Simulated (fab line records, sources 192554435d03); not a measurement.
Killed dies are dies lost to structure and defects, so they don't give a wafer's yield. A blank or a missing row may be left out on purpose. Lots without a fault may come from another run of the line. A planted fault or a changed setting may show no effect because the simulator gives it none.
fab line records | flow n5_finfet
record lots=7 wafers=19 last_day=17
route steps=1938 shown FIN_SAQP@91 BEOL_M4@1111 PASSIVATION@1936
lots that met no fault: from a run of the same line without faults
start_h: hours from the record's first day to the start of the lot's first wafer shown | wait_h: hours since the lot's step before | " the same as in the row above | L1.1+2: a row that stands for several wafers | - no value, or no start given | * or withheld: withheld | < > ~ a bound
route shown NAME@n: a module of which the file shows steps, and the number in the route of the first | usual: mean/standard deviation of fault-free wafers | same: alike in all rows | chamber/n: place in a boat | sites: the reading at each site | _std_site: their standard deviation | _edge_site: outer sites' mean less inner sites' | radius_mm: how far each site lies from the wafer's centre | mask NAME#n: copy n | behind: the tool/chamber that last shaped the wafer | hold: why the lot was held/for how many hours/how that ended | device: the transistor (n, p or np) that didn't switch | end of line: the same wafers' tests at the end of the route | a step without rows: its recipe alone | killed: dies lost to structure and defects at the first sort, not the wafer's yield | map: a wafer's dies, x killed, . not, _ none there
set.NAME: the setting as run; set.NAME@STEP: as run at that earlier step | model.NAME: the simulator's own value behind a step, which no gauge read
lots at some steps of the route; a table a step, a row a wafer
services: from which hour (start_h, from the record's first day; less than 0 if before it) a tool's chamber was out of use, for how many hours, and why
## steps
# step N5_FIN_SAQP_PRECLEAN_00
# recipe chemistry=SC1 time_s=60 temp_c=55 mix=1:2:50
# step N5_FIN_SAQP_PRECLEAN_44
# recipe chemistry=SC2 time_s=45 temp_c=35 mix=1:1:50
# step N5_FIN_SAQP_SRD_01
# recipe dry=ipa_marangoni time_s=30 temp_c=23 rinse_liquid=diw
# step N5_FIN_SAQP_ALD_61
# recipe material=SiO2 target_thk_a=40 temp_c=300 ald_precursor_family=BDEAS ald_co_reactant=O2-plasma pulse_time_s=1 purge_time_s=2 co_reactant_purge_time_s=2 ald_cycles=43 pressure_torr=2
# usual heater_power_outer_w=260/45 heater_power_w=463/71 precursor_pulse_height_rel=0.998/0.019
# same co_reactant_purge_time_s=2
# columns lot.wafer tool chamber start_h wait_h heater_power_outer_w heater_power_w precursor_pulse_height_rel since_wet_clean_h
L187.2 ald_sin-04 0 22.18 1.1 226 461 1.038 211
L187.3 " 2 " " 226 406 0.978 211
L187.5 " 3 " " 234 427 0.985 -
L199.1 ald_sin-04 1 92.98 0.2 213 396 1.006 282
L199.2 " 3 " " 230 437 1.009 282
L199.5 " 2 " " 228 402 1.002 -
L200.3 ald_sin-01 0 99.07 0.0 237 449 1.033 91
L200.6 " 2 " " 319 539 1.018 -
L201.1 ald_sin-01 3 104.82 0.0 247 479 1.016 97
L201.2 " 0 " " 240 445 0.996 97
L204.2 ald_sin-01 3 122.96 0.0 252 473 0.987 115
L204.3 " 2 " " 314 541 0.968 115
L204.6 " 0 " " 244 454 0.990 -
L206.2 ald_sin-03 3 135.14 0.0 285 500 1.003 36
L206.5 " 0 " " 220 386 1.039 -
L206.6 " 1 " " 369 637 1.008 -
L209.2 ald_sin-04 2 153.24 0.0 231 396 1.000 343
L209.3 " 0 " " 224 460 0.998 343
L209.6 " 0 " " 225 463 1.009 -
# step N5_FIN_SAQP_DENSIFY_62
# recipe temp_c=700 time_s=60 ambient=N2 idle_temp_c=600 ramp_up_c_per_s=150 ramp_down_c_per_s=60 cool_to_c=600
# usual lamp_power_pct=9.84/0.052 wafer_temp_C_max=703.2/0.59
# columns lot.wafer tool chamber start_h wait_h lamp_power_pct wafer_temp_C_max
L187.2 rtp_anneal-02 0 22.42 0.1 9.84 703.3
L187.3 " 0 " " 9.84 703.1
L187.5 " 0 " " 9.88 702.9
L199.1 rtp_anneal-02 0 93.18 0.1 9.77 703.2
L199.2 " 0 " " 9.81 703.4
L199.5 " 0 " " 9.85 703.9
L200.3 rtp_anneal-01 0 99.33 0.2 9.86 702.8
L200.6 " 0 " " 9.75 703.1
L201.1 rtp_anneal-01 0 105.03 0.1 9.80 702.7
L201.2 " 0 " " 9.92 704.3
L204.2 rtp_anneal-02 0 123.24 0.2 9.81 703.0
L204.3 " 0 " " 9.83 704.1
L204.6 " 0 " " 9.81 702.4
L206.2 rtp_anneal-01 0 135.40 0.2 9.90 702.9
L206.5 " 0 " " 9.92 703.1
L206.6 " 0 " " 9.91 702.5
L209.2 rtp_anneal-01 0 153.47 0.1 9.78 702.7
L209.3 " 0 " " 9.77 702.6
L209.6 " 0 " " 9.90 702.8
# step N5_FIN_SAQP_HM_DEP_03
# recipe material=SiNx target_thk_a=380 temp_c=400 precursor=SiH4/NH3/N2 pressure_torr=1.5 rf_w=300 time_s=33.6
# step N5_FIN_SAQP_THK_MEAS_05
# usual thk_nm=37.9/0.5
# columns lot.wafer tool chamber start_h wait_h thk_nm
L187.2 film_metro-02 - 22.69 0.1 37.2
L187.3 " - " " 37.4
L187.5 " - " " 38.0
L199.1 film_metro-02 - 93.48 0.1 38.0
L199.2 " - " " 37.7
L199.5 " - " " 38.6
L200.3 film_metro-01 - 99.59 0.1 37.5
L200.6 " - " " 38.3
L201.1 film_metro-01 - 105.33 0.1 37.8
L201.2 " - " " 37.8
L204.2 film_metro-02 - 123.51 0.1 38.3
L204.3 " - " " 37.9
L204.6 " - " " 38.4
L206.2 film_metro-01 - 135.67 0.1 37.0
L206.5 " - " " 37.8
L206.6 " - " " 38.0
L209.2 film_metro-02 - 153.75 0.1 37.7
L209.3 " - " " 37.9
L209.6 " - " " 38.1
# step N5_FIN_SAQP_PECVD_47
# recipe material=a-Si target_thk_a=450 temp_c=400 precursor=SiH4/He pressure_torr=3 rf_w=100 time_s=36.3
# usual heater_power_outer_w=537/62 heater_power_w=853/78 showerhead_plenum_p_Torr=5.68/0.038 throttle_valve_pct=18.6/0.93
# columns lot.wafer tool chamber start_h wait_h heater_power_outer_w heater_power_w showerhead_plenum_p_Torr since_wet_clean_h throttle_valve_pct
L187.2 pecvd-02 2 22.72 0.0 402 661 5.64 154 17.3
L187.3 " 1 " " 614 953 5.69 1633 18.9
L187.5 " 0 " " 565 891 5.66 - 18.8
L199.1 pecvd-02 2 93.52 0.0 507 817 5.64 225 17.7
L199.2 " 0 " " 547 841 5.66 979 19.0
L199.5 " 2 " " 500 805 5.64 - 17.5
L200.3 pecvd-04 0 99.63 0.0 477 827 5.66 622 17.9
L200.6 " 2 " " 567 934 5.67 - 17.8
L201.1 pecvd-02 0 105.37 0.0 530 832 5.67 990 19.0
L201.2 " 1 " " 621 963 5.70 1715 18.8
L204.2 pecvd-02 2 123.55 0.0 439 732 5.64 255 17.6
L204.3 " 0 " " 601 948 5.66 1009 19.3
L204.6 " 0 " " 590 950 5.66 - 18.6
L206.2 pecvd-02 0 135.70 0.0 605 948 5.66 1021 18.9
L206.5 " 2 " " 418 662 5.64 - 17.6
L206.6 " 0 " " 606 932 5.66 - 19.0
L209.2 pecvd-03 0 153.78 0.0 529 828 5.76 1220 19.2
L209.3 " 1 " " 606 888 5.68 1945 19.3
L209.6 " 0 " " 530 830 5.77 - 19.6
# step N5_FIN_SAQP_PECVD_48
# recipe material=SiNx target_thk_a=250 temp_c=400 precursor=SiH4/NH3/N2 pressure_torr=1.5 rf_w=300 time_s=22.1
# usual heater_power_outer_w=493/61 heater_power_w=792/75 showerhead_plenum_p_Torr=5.16/0.053 throttle_valve_pct=40.8/2.1
# columns lot.wafer tool chamber start_h wait_h heater_power_outer_w heater_power_w showerhead_plenum_p_Torr since_wet_clean_h throttle_valve_pct
L187.2 pecvd-02 2 22.77 0.0 413 660 5.09 154 37.8
L187.3 " 1 " " 545 851 5.16 1633 41.3
L187.5 " 0 " " 549 854 5.11 - 41.4
L199.1 pecvd-02 2 93.56 0.0 391 658 5.11 225 38.3
L199.2 " 0 " " 432 720 5.13 979 41.6
L199.5 " 2 " " 394 647 5.10 - 38.0
L200.3 pecvd-04 0 99.67 0.0 392 737 5.12 622 39.3
L200.6 " 2 " " 421 751 5.13 - 39.0
L201.1 pecvd-02 0 105.41 0.0 549 872 5.14 991 41.4
L201.2 " 1 " " 550 848 5.17 1716 41.5
L204.2 pecvd-02 0 123.59 0.0 477 760 5.13 1009 41.8
L204.3 " 1 " " 532 829 5.17 - 41.6
L204.6 " 0 " " 467 748 5.13 - 41.6
L206.2 pecvd-02 0 135.75 0.0 510 837 5.12 1021 41.6
L206.5 " 2 " " 433 699 5.11 - 38.4
L206.6 " 0 " " 520 804 5.13 - 41.4
L209.2 pecvd-03 0 153.82 0.0 561 905 5.27 1220 42.9
L209.3 " 1 " " 533 822 5.17 1945 42.6
L209.6 " 0 " " 571 876 5.27 - 42.8
# step N5_FIN_SAQP_PECVD_06
# recipe material=a-Si target_thk_a=600 temp_c=400 precursor=SiH4/He pressure_torr=3 rf_w=100 time_s=48.1
# usual heater_power_outer_w=545/60 heater_power_w=861/71 showerhead_plenum_p_Torr=5.68/0.038 throttle_valve_pct=18.6/0.93
# columns lot.wafer tool chamber start_h wait_h heater_power_outer_w heater_power_w showerhead_plenum_p_Torr since_wet_clean_h throttle_valve_pct
L187.2 pecvd-02 2 22.80 0.0 431 711 5.65 154 17.5
L187.3 " 1 " " 656 997 5.70 1633 19.5
L187.5 " 0 " " 575 873 5.66 - 18.6
L199.1 pecvd-02 2 93.60 0.0 502 804 5.63 225 17.4
L199.2 " 0 " " 579 898 5.66 979 18.9
L199.5 " 2 " " 517 796 5.64 - 17.5
L200.3 pecvd-04 0 99.71 0.0 477 851 5.64 622 17.8
L200.6 " 2 " " 559 902 5.67 - 18.1
L201.1 pecvd-02 0 105.45 0.0 559 861 5.65 991 19.4
L201.2 " 1 " " 564 876 5.69 1716 19.0
L204.2 pecvd-02 0 123.65 0.0 594 880 5.65 1009 19.1
L204.3 " 1 " " 582 905 5.70 - 18.7
L204.6 " 0 " " 591 892 5.66 - 19.0
L206.2 pecvd-02 0 135.78 0.0 534 858 5.66 1021 18.9
L206.5 " 2 " " 403 669 5.64 - 17.5
L206.6 " 0 " " 543 883 5.65 - 18.7
L209.2 pecvd-03 0 153.86 0.0 544 863 5.77 1220 19.4
L209.3 " 1 " " 595 879 5.67 1945 19.2
L209.6 " 0 " " 562 856 5.77 - 19.4
# step N5_FIN_SAQP_THK_MEAS_07
# usual thk_nm=59.8/0.7
# columns lot.wafer tool chamber start_h wait_h thk_nm
L187.2 film_metro-02 - 22.89 0.1 59.5
L187.3 " - " " 60.3
L187.5 " - " " 60.8
L199.1 film_metro-01 - 93.69 0.1 59.9
L199.2 " - " " 60.1
L199.5 " - " " 60.6
L200.3 film_metro-01 - 99.80 0.1 59.3
L200.6 " - " " 59.5
L201.1 film_metro-02 - 105.54 0.1 59.4
L201.2 " - " " 59.3
L204.2 film_metro-01 - 123.76 0.1 59.0
L204.3 " - " " 60.3
L204.6 " - " " 59.9
L206.2 film_metro-02 - 135.87 0.1 60.0
L206.5 " - " " 60.3
L206.6 " - " " 61.1
L209.2 film_metro-01 - 153.95 0.1 58.4
L209.3 " - " " 59.8
L209.6 " - " " 59.6
# step N5_FIN_SAQP_HM_DEP_72
# recipe material=SiO2 target_thk_a=120 temp_c=400 precursor=SiH4/N2O pressure_torr=0.75 rf_w=275 time_s=7.2
# step N5_FIN_SAQP_COAT_49
# recipe resist=SOC temp_c=250 time_s=60 spin_rpm=1500 resist_thk_nm=100
# usual chill_plate_temp_C=22.98/0.11 exhaust_pa=45.2/0.84 heater_power_total_W=500.4/1.9 resist_line_temp_C=23.02/0.1 run_length_s=66.15/0.15
# columns lot.wafer tool chamber start_h wait_h chill_plate_temp_C exhaust_pa heater_power_total_W resist_line_temp_C run_length_s
L187.2 litho_track-01 0 23.01 0.1 23.08 45.9 503.3 22.92 66.23
L187.3 " 0 " " 23.12 46.0 501.3 23.00 66.13
L187.5 " 0 " " 23.09 45.9 501.4 22.96 66.17
L199.1 litho_track-01 0 93.80 0.1 23.03 45.1 498.8 23.23 66.16
L199.2 " 0 " " 23.00 45.4 521.3 23.23 62.18
L199.5 " 0 " " 23.00 44.8 497.7 23.28 66.18
L200.3 litho_track-01 0 99.91 0.1 23.09 44.8 523.6 23.04 61.95
L200.6 " 0 " " 22.92 45.0 498.0 23.22 66.26
L201.1 litho_track-01 0 105.65 0.1 22.89 46.5 498.9 23.08 66.50
L201.2 " 0 " " 23.01 46.4 527.1 23.03 62.26
L204.2 litho_track-03 0 123.88 0.1 23.06 45.1 497.7 23.19 66.13
L204.3 " 0 " " 22.97 46.1 503.0 23.11 65.82
L204.6 " 0 " " 23.04 44.9 502.7 23.13 65.90
L206.2 litho_track-04 0 135.99 0.1 23.05 44.4 497.7 23.00 66.11
L206.5 " 0 " " 23.16 44.2 500.3 23.09 66.35
L206.6 " 0 " " 22.96 42.8 497.7 23.07 66.20
L209.2 litho_track-04 0 154.07 0.1 22.90 44.2 498.1 23.04 66.14
L209.3 " 0 " " 22.84 44.0 499.0 22.91 65.99
L209.6 " 0 " " 23.00 44.2 497.8 23.10 66.27
# step N5_FIN_SAQP_COAT_50
# recipe resist=SiARC temp_c=220 time_s=60 spin_rpm=1500 resist_thk_nm=35
# step N5_BEOL_M4_RC_MEAS_101
# usual DIBL_N=36.8/1.5 DIBL_P=37.1/2.1 IOFF_N=0.168/0.03 IOFF_P=0.22/0.034 ION_N=679/12 ION_P=466/8 SS_N=71.7/0.58 SS_P=73.5/0.67 VT_N=248.8/2.7 VT_P=-250/3.3
# columns lot.wafer tool chamber start_h wait_h DIBL_N[mV/V] DIBL_P[mV/V] IOFF_N[nA/um] IOFF_P[nA/um] ION_N[uA/um] ION_P[uA/um] SS_N[mV/dec] SS_P[mV/dec] VT_N[mV] VT_P[mV]
L187.2 prober-02 0 156.34 0.2 39.0 41.5 0.232 0.27 691 472 72.5 74.0 243.9 -248
L187.3 " 0 " " 35.3 36.0 0.143 0.18 669 458 71.6 72.6 251.6 -250
L187.5 " 0 " " 37.3 38.1 0.174 0.21 676 461 71.7 73.1 246.4 -250
L199.1 prober-02 0 240.32 0.0 40.2 41.8 0.242 0.28 691 470 72.5 74.8 245.4 -246
L199.2 " 0 " " 34.4 35.9 0.125 0.19 652 459 71.3 73.3 252.5 -249
L199.5 " 0 " " 37.3 39.9 0.182 0.24 673 461 72.7 74.3 248.5 -248
L200.3 prober-02 0 242.43 0.3 35.3 34.2 0.149 0.21 673 464 71.8 72.7 248.9 -249
L200.6 " 0 " " 36.5 35.2 0.171 0.22 677 461 71.6 73.3 247.4 -247
L201.1 prober-02 0 246.51 0.0 36.5 35.4 0.151 0.23 669 462 72.3 74.0 251.1 -251
L201.2 " 0 " " 35.9 33.7 0.133 0.20 658 460 71.4 73.4 252.0 -249
L204.2 prober-01 0 269.53 0.2 35.7 37.3 0.140 0.22 669 465 71.0 73.1 252.1 -249
L204.3 " 0 " " 37.0 36.8 0.149 0.20 669 455 71.8 73.3 252.0 -251
L204.6 " 0 " " 37.8 39.1 0.178 0.24 679 470 71.1 74.2 249.1 -249
L206.2 prober-01 0 275.85 0.2 36.1 37.2 0.151 0.21 676 466 72.6 73.5 248.1 -250
L206.5 " 0 " " 36.1 38.0 0.150 0.22 677 468 71.6 73.7 248.9 -249
L206.6 " 0 " " 35.6 36.2 0.142 0.19 675 464 71.1 73.2 249.6 -252
L209.2 prober-02 0 296.74 0.2 38.0 37.6 0.201 0.27 688 467 72.2 73.3 247.5 -246
L209.3 " 0 " " 34.4 33.6 0.137 0.19 673 464 71.1 72.2 249.0 -251
L209.6 " 0 " " 37.1 36.5 0.189 0.25 692 475 71.8 73.0 245.8 -245
# step N5_PASSIVATION_PROBE_49
# usual defect_limited_yield=91.0/1.5 killed_at_M0_to_M3=34/11 killed_at_M4_up=14/5.3 killed_at_contacts=13/7 killed_at_front_end=41/13 killed_at_other=4/3.1 killed_dies=106/17 killed_on_rim=14/3.9 killed_open=70/12 killed_short=35/8 sort_bin_4_leakage=0.00/0.007 sort_bin_5_function=5.2/0.98 sort_bin_6_memory=3.4/0.69 sort_n_pass=1074/17 sort_yield_pct=91.0/1.5
# same gross_dies=1180 killed_at_back_side=0 sort_bin_8_speed[%]=0
# columns lot.wafer tool chamber start_h wait_h defect_limited_yield[%] killed_at_M0_to_M3 killed_at_M4_up killed_at_contacts killed_at_front_end killed_at_other killed_dies killed_on_rim killed_open killed_short sort_bin_4_leakage[%] sort_bin_5_function[%] sort_bin_6_memory[%] sort_n_pass sort_yield_pct[%]
L187.2 prober-02 - 258.43 0.1 90.9 16 16 19 49 7 107 5 68 37 0.08 5.5 3.2 1072 90.8
L187.3 prober-02 - 258.48 0.1 92.8 28 8 7 35 7 85 11 56 28 0 4.2 2.5 1095 92.8
L187.5 prober-02 - 258.58 0.2 90.9 30 11 16 49 1 107 13 74 33 0 5.7 3.1 1073 90.9
L200.3 prober-02 - 342.01 0.1 91.5 34 11 5 43 7 100 8 64 36 0 4.8 3.4 1080 91.5
L200.6 prober-02 - 342.16 0.3 90.3 31 14 17 47 5 114 15 76 34 0 5.3 3.9 1066 90.3
L201.1 prober-02 - 348.97 0.0 89.2 60 11 19 37 0 127 15 87 39 0 6.4 4.1 1053 89.2
L201.2 prober-02 - 349.02 0.1 91.8 30 11 11 40 5 97 21 69 23 0 4.2 3.4 1083 91.8
L199.1 prober-02 - 356.50 0.0 90.0 28 19 9 61 1 118 14 82 36 0 5.7 4.1 1062 90.0
L199.2 prober-02 - 356.55 0.1 91.8 25 16 10 42 4 97 16 66 29 0 5.2 2.9 1083 91.8
L199.5 prober-02 - 356.70 0.2 91.9 36 13 16 29 1 95 11 65 30 0 5.3 2.6 1085 91.9
L204.2 prober-02 - 377.21 0.1 91.5 38 14 16 31 1 100 12 59 41 0 4.0 3.6 1080 91.5
L204.3 prober-02 - 377.26 0.1 92.8 32 7 16 28 2 85 7 61 23 0 3.7 3.1 1095 92.8
L204.6 prober-02 - 377.41 0.3 91.1 41 11 19 32 2 105 15 72 33 0 4.9 3.6 1075 91.1
L206.2 prober-02 - 381.02 0.1 91.9 27 10 27 27 4 95 10 68 27 0 5.0 2.8 1085 91.9
L206.5 prober-02 - 381.17 0.2 91.6 22 9 21 44 3 99 11 65 34 0 4.6 3.5 1081 91.6
L206.6 prober-02 - 381.22 0.3 92.0 26 9 22 34 3 94 5 61 33 0 5.0 2.5 1086 92.0
L209.2 prober-02 - 404.85 0.1 90.1 51 12 19 35 0 117 13 81 34 0 6.4 3.1 1063 90.1
L209.3 prober-02 - 404.90 0.1 88.6 71 9 19 36 0 135 20 95 38 0 6.8 4.3 1045 88.6
L209.6 prober-02 - 405.05 0.3 90.6 56 10 11 31 3 111 11 68 42 0 5.3 3.8 1069 90.6
# killed by level:class
L187.2 MOL_CONTACT_COAG:geometric_particle:open=16 FIN_SAQP:geometric_particle:open=11 DUMMY_GATE:geometric_particle:open=11 BEOL_M4:geometric_particle:open=9 FIN_SAQP:geometric_particle:short=7 BEOL_M0_SAQP:geometric_particle:short=6 ILD0:geometric_particle:open=4 GATE_CUT:geometric_particle:open=4
L187.3 FIN_SAQP:geometric_particle:short=8 BEOL_M3:geometric_particle:open=8 DUMMY_GATE:geometric_particle:open=7 BEOL_M0_SAQP:geometric_particle:open=6 BEOL_M2:geometric_particle:open=6 BEOL_M4:geometric_particle:open=6 FIN_SAQP:geometric_particle:open=5 MOL_CONTACT_COAG:geometric_particle:open=5
L187.5 MOL_CONTACT_COAG:geometric_particle:open=14 DUMMY_GATE:geometric_particle:open=12 FIN_SAQP:geometric_particle:open=10 BEOL_M0_SAQP:geometric_particle:short=7 BEOL_M2:geometric_particle:open=7 FIN_SAQP:geometric_particle:short=5 STI_FIN_REVEAL:geometric_particle:open=5 BEOL_M0_SAQP:geometric_particle:open=5
L200.3 BEOL_M2:geometric_particle:open=9 GATE_CUT:geometric_particle:short=7 DUMMY_GATE:geometric_particle:open=5 BEOL_M3:geometric_particle:open=5 BEOL_M0_SAQP:geometric_particle:open=5 BEOL_M4:geometric_particle:open=5 STI_FIN_REVEAL:geometric_particle:open=4 ILD0:geometric_particle:open=4
L200.6 FIN_SAQP:geometric_particle:open=12 MOL_CONTACT_COAG:geometric_particle:open=10 FIN_SAQP:geometric_particle:short=9 STI_FIN_REVEAL:geometric_particle:open=7 DUMMY_GATE:geometric_particle:open=7 MOL_CONTACT_COAG:geometric_particle:short=7 BEOL_M1:geometric_particle:open=7 BEOL_M4:geometric_particle:open=6
L201.1 MOL_CONTACT_COAG:geometric_particle:open=17 BEOL_M0_SAQP:geometric_particle:short=17 STI_FIN_REVEAL:geometric_particle:open=14 BEOL_M3:geometric_particle:open=14 BEOL_M0_SAQP:geometric_particle:open=9 BEOL_M4:geometric_particle:open=7 BEOL_M0:geometric_particle:open=6 BEOL_M2:geometric_particle:open=5
L201.2 STI_FIN_REVEAL:geometric_particle:open=15 BEOL_M3:geometric_particle:open=11 MOL_CONTACT_COAG:geometric_particle:open=9 BEOL_M4:geometric_particle:open=8 GATE_CUT:geometric_particle:short=4 BEOL_M0_SAQP:geometric_particle:open=4 BEOL_M3:geometric_particle:short=4 HKMG_FIN:area_etch=4
L199.1 STI_FIN_REVEAL:geometric_particle:open=27 BEOL_M0_SAQP:geometric_particle:short=9 DUMMY_GATE:geometric_particle:open=7 MOL_CONTACT_COAG:geometric_particle:open=7 FIN_SAQP:geometric_particle:short=6 BEOL_M4:geometric_particle:open=6 BEOL_M0_SAQP:geometric_particle:open=6 BEOL_M3:geometric_particle:open=6
L199.2 STI_FIN_REVEAL:geometric_particle:open=13 MOL_CONTACT_COAG:geometric_particle:open=7 BEOL_M0_SAQP:geometric_particle:short=7 BEOL_M4:geometric_particle:open=6 DUMMY_GATE:geometric_particle:open=5 DUMMY_GATE:geometric_particle:short=5 BEOL_M3:geometric_particle:open=5 BEOL_M0_SAQP:geometric_particle:open=4
L199.5 MOL_CONTACT_COAG:geometric_particle:open=14 BEOL_M0_SAQP:geometric_particle:short=9 BEOL_M0_SAQP:geometric_particle:open=9 GATE_CUT:geometric_particle:short=8 BEOL_M2:geometric_particle:open=6 BEOL_M4:geometric_particle:open=6 BEOL_M3:geometric_particle:open=5 STARTING-WAFER:geometric_particle:open=5
L204.2 MOL_CONTACT_COAG:geometric_particle:open=14 BEOL_M2:geometric_particle:open=14 FIN_SAQP:geometric_particle:short=12 BEOL_M0_SAQP:geometric_particle:open=5 BEOL_M3:geometric_particle:open=5 BEOL_M4:geometric_particle:open=5 BEOL_M4:geometric_particle:short=5 FIN_SAQP:geometric_particle:open=4
L204.3 MOL_CONTACT_COAG:geometric_particle:open=15 BEOL_M2:geometric_particle:open=15 BEOL_M4:geometric_particle:open=5 FIN_SAQP:geometric_particle:short=4 STI_FIN_REVEAL:geometric_particle:open=4 GATE_CUT:geometric_particle:short=4 BEOL_M2:geometric_particle:short=4 STARTING-WAFER:geometric_particle:open=4
L204.6 MOL_CONTACT_COAG:geometric_particle:open=17 BEOL_M2:geometric_particle:open=12 BEOL_M0_SAQP:geometric_particle:short=7 BEOL_M2:geometric_particle:short=6 BEOL_M0:geometric_particle:open=6 STARTING-WAFER:geometric_particle:open=6 FIN_SAQP:geometric_particle:short=5 FIN_SAQP:geometric_particle:open=4
L206.2 MOL_CONTACT_COAG:geometric_particle:open=22 BEOL_M0_SAQP:geometric_particle:open=9 FIN_SAQP:geometric_particle:short=7 FIN_SAQP:geometric_particle:open=7 BEOL_M1:geometric_particle:open=7 BEOL_M4:geometric_particle:open=7 MOL_CONTACT_COAG:geometric_particle:short=5 BEOL_M1:geometric_particle:short=3
L206.5 MOL_CONTACT_COAG:geometric_particle:open=15 FIN_SAQP:geometric_particle:open=12 STI_FIN_REVEAL:geometric_particle:open=12 BEOL_M0_SAQP:geometric_particle:short=7 BEOL_M4:geometric_particle:open=6 MOL_CONTACT_COAG:geometric_particle:short=6 BEOL_M1:geometric_particle:open=5 STARTING-WAFER:geometric_particle:short=5
L206.6 MOL_CONTACT_COAG:geometric_particle:open=18 FIN_SAQP:geometric_particle:open=9 BEOL_M1:geometric_particle:open=8 FIN_SAQP:geometric_particle:short=6 BEOL_M0_SAQP:geometric_particle:short=6 STARTING-WAFER:geometric_particle:open=6 MOL_CONTACT_COAG:geometric_particle:short=4 BEOL_M0_SAQP:geometric_particle:open=4
L209.2 MOL_CONTACT_COAG:geometric_particle:open=15 BEOL_M0_SAQP:geometric_particle:open=13 FIN_SAQP:geometric_particle:open=11 BEOL_M2:geometric_particle:open=11 BEOL_M0_SAQP:geometric_particle:short=7 BEOL_M1:geometric_particle:open=7 BEOL_M4:geometric_particle:open=6 STARTING-WAFER:geometric_particle:short=6
L209.3 BEOL_M2:geometric_particle:open=22 MOL_CONTACT_COAG:geometric_particle:open=14 BEOL_M1:geometric_particle:open=12 BEOL_M0_SAQP:geometric_particle:short=12 FIN_SAQP:geometric_particle:open=11 BEOL_M0_SAQP:geometric_particle:open=11 DUMMY_GATE:geometric_particle:open=9 MOL_CONTACT_COAG:geometric_particle:short=5
L209.6 FIN_SAQP:geometric_particle:open=17 BEOL_M0_SAQP:geometric_particle:short=15 BEOL_M2:geometric_particle:open=12 BEOL_M0_SAQP:geometric_particle:open=10 FIN_SAQP:geometric_particle:short=10 MOL_CONTACT_COAG:geometric_particle:open=7 BEOL_M4:geometric_particle:open=6 BEOL_M1:geometric_particle:open=6
## services
# columns tool chamber start_h hours kind
ald_sin-01 3 3.83 - calibration
ald_sin-01 3 4.57 21.4 repair
ald_sin-01 0 7.75 - clean
ald_sin-01 1 7.75 - clean
ald_sin-01 2 7.75 - clean
ald_sin-03 0 9.27 5.2 repair
pecvd-03 2 57.71 5.0 scheduled_down
litho_track-03 - 67.12 - consumable_replace:filter
rtp_anneal-01 - 81.37 3.6 pm
ald_sin-03 - 85.32 14.0 pm
ald_sin-03 0 85.32 14.0 vent_cycle
ald_sin-03 1 85.32 14.0 vent_cycle
ald_sin-03 2 85.32 14.0 vent_cycle
ald_sin-03 3 85.32 14.0 vent_cycle
pecvd-04 2 86.69 2.1 scheduled_down
pecvd-04 1 88.82 2.1 scheduled_down
ald_sin-03 0 99.32 - clean
ald_sin-03 1 99.32 - clean
ald_sin-03 2 99.32 - clean
ald_sin-03 3 99.32 - clean
ald_sin-04 - 115.62 1.8 repair
pecvd-04 - 130.72 0.6 repair
pecvd-04 0 134.53 2.1 scheduled_down
pecvd-02 - 136.68 2.8 pm
## key
first_sign step=N5_FIN_SAQP_COAT_49 reading=run_length_s direction=down sigmas=27 usual=* struck=*
effect step=N5_FIN_SAQP_COAT_49 reading=heater_power_total_W direction=up sigmas=12 usual=* struck=*
met_at N5_FIN_SAQP_COAT_49
struck_wafers L199.2,L200.3,L201.2
onset_between 23.01 93.80
fault kind=process_parameter_drift tool=litho_track-01 chamber=- onset_h=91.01 steps=N5_FIN_SAQP_COAT_49 channel=time_s offset=* shape=step end_h=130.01 scope=struck_wafers_only acts_in=* stated=*
